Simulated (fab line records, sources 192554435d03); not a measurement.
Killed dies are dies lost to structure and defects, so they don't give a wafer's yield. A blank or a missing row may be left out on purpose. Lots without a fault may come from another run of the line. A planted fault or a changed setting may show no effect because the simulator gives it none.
Chamber matching | flow n5_finfet | N5_BEOL_M5_STRIP_64 on rie_diel-03: 4 sister chambers
The step strips in CF4. 4 wafers are shown with their chamber, then 10 later ones without.

WAFERS WITH THEIR CHAMBER
wafer  | chamber | showerhead_plenum_p_Torr (Torr)
L085.3 | 0       | 1.66
L090.3 | 1       | 1.77
L092.1 | 3       | 1.73
L092.3 | 2       | 1.86

WAFERS WITHOUT THEIR CHAMBER
wafer  | showerhead_plenum_p_Torr (Torr)
L092.6 | 1.73
L093.1 | 1.86
L093.3 | 1.77
L093.6 | 1.86
L095.1 | 1.73
L095.2 | 1.76
L095.5 | 1.73
L096.1 | 1.76
L096.3 | 1.65
L096.4 | 1.73

WHICH CHAMBER EACH WENT THROUGH
wafer  | from the rows above | in truth
L092.6 | 3                   | 3
L093.1 | 2                   | 2
L093.3 | 1                   | 1
L093.6 | 2                   | 2
L095.1 | 3                   | 3
L095.2 | 1                   | 1
L095.5 | 3                   | 3
L096.1 | 1                   | 1
L096.3 | 0                   | 0
L096.4 | 3                   | 3
Placed correctly: 10 of 10. Can't be placed from these rows: 0. Placed wrongly: 0.
How it was worked out, from the rows above alone: a wafer's distance from a chamber is the root of the sum, over the readings, of the square of ((its reading less the chamber's mean) divided by the reading's scatter). The wafer belongs to the nearest chamber; if the next one is less than 2 further off, it can't be placed. A chamber's mean is the mean of its shown wafers. The scatter: with one shown wafer a chamber, the root of the mean of the squares of how far each hidden wafer lies from its nearest shown one.
